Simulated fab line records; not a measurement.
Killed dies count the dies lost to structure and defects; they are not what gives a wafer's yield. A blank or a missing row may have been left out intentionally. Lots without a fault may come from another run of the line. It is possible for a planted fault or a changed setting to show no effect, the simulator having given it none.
Which tool did it?    flow n5-finfet    at 1 step of a route of 1938, 9 lots with 27 wafers sampled

WHAT THE GAUGES READ, wafer by wafer
N5_BEOL_M4_RC_MEAS_101.
lot   measured      on         DIBL_N (mV/V)
L224  day 10 15:06  prober-01  33.4 32.1 32.3
L231  day 12 01:53  prober-02  37.1 38.0 34.7
L234  day 14 00:48  prober-02  35.7 35.8 34.1
L238  day 14 04:21  prober-02  38.4 38.2 38.4
L239  day 14 05:19  prober-01  34.6 38.4 40.5
L237  day 14 11:16  prober-02  36.4 32.7 35.0
L241  day 14 14:53  prober-02  36.8 37.6 42.1
L244  day 15 15:13  prober-02  38.0 33.1 35.1
L246  day 16 07:49  prober-02  36.5 37.0 38.3

WHAT TOOL EACH LOT RAN ON (gives the tool, then ch and the chambers of the sampled wafers, and finally the start)
No process step before these readings appears in the record.

THE ANSWER, worked out from the rows above alone
Rule: the usual values come from the lots themselves. Put in order of their means at a reading, lots are off if they are a third of the lots or fewer, leave a main group of 4 or more, and stand apart from it by a gap of 3 or more times the standard deviation of the main group's means; of several such gaps the widest counts. The tables above print the reading to a certain number of digits; a main group whose means all agree to those digits is not used. Also off: a lot with no number at a reading for which 4 or more lots have one. All remaining lots with rows at the step are treated as sound.
None of the lots is off at any reading shown; this tells nothing.

WHAT WAS PUT IN BY THE SIMULATOR
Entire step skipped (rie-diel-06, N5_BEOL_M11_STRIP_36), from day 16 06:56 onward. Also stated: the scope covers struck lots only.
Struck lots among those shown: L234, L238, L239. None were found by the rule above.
